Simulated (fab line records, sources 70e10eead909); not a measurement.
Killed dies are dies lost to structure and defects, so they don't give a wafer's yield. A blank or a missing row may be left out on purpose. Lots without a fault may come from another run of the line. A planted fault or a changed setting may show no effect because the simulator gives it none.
Chamber matching | flow nand_harc | NHARC_A_CHANNEL_HOLE_D1_ETCH_44 on rie_diel-07: 4 sister chambers
The step etches the open film in CF4/O2, target depth 140 nm, overetch 14 nm, time 77 s. 8 wafers are shown with their chamber, then 9 later ones without.

WAFERS WITH THEIR CHAMBER
wafer  | chamber | drypump_motor_current_A (A) | rf_vpp_V (V)
L426.6 | 0       | 5.4                         | 196.6
L425.6 | 1       | 6.4                         | 198.2
L433.4 | 3       | 5.2                         | 195.9
L433.6 | 1       | 6.4                         | 199.0
L437.1 | 3       | 5.2                         | 195.7
L439.1 | 2       | 6.3                         | 196.6
L439.3 | 0       | 5.5                         | 195.6
L439.6 | 2       | 6.3                         | 197.4

WAFERS WITHOUT THEIR CHAMBER
wafer  | drypump_motor_current_A (A) | rf_vpp_V (V)
L440.1 | 5.4                         | 194.6
L440.4 | 6.4                         | 198.9
L440.5 | 6.3                         | 196.1
L441.1 | 6.3                         | 198.4
L441.3 | 5.4                         | 196.1
L441.4 | 5.4                         | 196.5
L442.2 | 5.2                         | 196.8
L442.4 | 6.3                         | 197.0
L442.5 | 5.2                         | 196.5

WHICH CHAMBER EACH WENT THROUGH
wafer  | from the rows above     | in truth
L440.1 | 0                       | 0
L440.4 | 1                       | 1
L440.5 | 2                       | 2
L441.1 | can't be placed: 2 or 1 | 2
L441.3 | 0                       | 0
L441.4 | 0                       | 0
L442.2 | 3                       | 3
L442.4 | 2                       | 2
L442.5 | 3                       | 3
Placed correctly: 8 of 9. Can't be placed from these rows: 1 (the true chamber is among the candidates in 1). Placed wrongly: 0.
How it was worked out, from the rows above alone: a wafer's distance from a chamber is the root of the sum, over the readings, of the square of ((its reading less the chamber's mean) divided by the reading's scatter). The wafer belongs to the nearest chamber; if the next one is less than 2 further off, it can't be placed. A chamber's mean is the mean of its shown wafers. The scatter: the root of (the sum of the squares of (reading less its chamber's mean) over the shown wafers, divided by (wafers less chambers)).
